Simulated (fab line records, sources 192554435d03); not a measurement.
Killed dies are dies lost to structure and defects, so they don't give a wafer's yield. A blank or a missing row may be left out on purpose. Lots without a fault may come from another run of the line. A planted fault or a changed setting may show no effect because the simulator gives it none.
Chamber matching | flow n5_finfet | N5_MOL_CONTACT_COAG_ETCH_110 on rie_diel-06: 4 sister chambers
The step etches Si in CF4/O2, target depth 2.5 nm, time 8 s. 4 wafers are shown with their chamber, then 8 later ones without.

WAFERS WITH THEIR CHAMBER
wafer  | chamber | showerhead_plenum_p_Torr (Torr)
L086.3 | 2       | 2.11
L087.3 | 1       | 2.21
L087.5 | 0       | 2.30
L091.2 | 3       | 2.13

WAFERS WITHOUT THEIR CHAMBER
wafer  | showerhead_plenum_p_Torr (Torr)
L091.3 | 2.30
L091.6 | 2.13
L093.1 | 2.30
L093.2 | 2.37
L093.5 | 2.37
L097.1 | 2.12
L097.4 | 2.37
L097.6 | 2.20

WHICH CHAMBER EACH WENT THROUGH
wafer  | from the rows above          | in truth
L091.3 | 0                            | 0
L091.6 | can't be placed: 3 or 2 or 1 | 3
L093.1 | 0                            | 0
L093.2 | 0                            | 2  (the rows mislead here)
L093.5 | 0                            | 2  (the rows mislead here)
L097.1 | can't be placed: 3 or 2 or 1 | 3
L097.4 | 0                            | 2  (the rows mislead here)
L097.6 | can't be placed: 1 or 3 or 2 | 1
Placed correctly: 2 of 8. Can't be placed from these rows: 3 (the true chamber is among the candidates in 3). Placed wrongly: 3.
How it was worked out, from the rows above alone: a wafer's distance from a chamber is the root of the sum, over the readings, of the square of ((its reading less the chamber's mean) divided by the reading's scatter). The wafer belongs to the nearest chamber; if the next one is less than 2 further off, it can't be placed. A chamber's mean is the mean of its shown wafers. The scatter: with one shown wafer a chamber, the root of the mean of the squares of how far each hidden wafer lies from its nearest shown one.
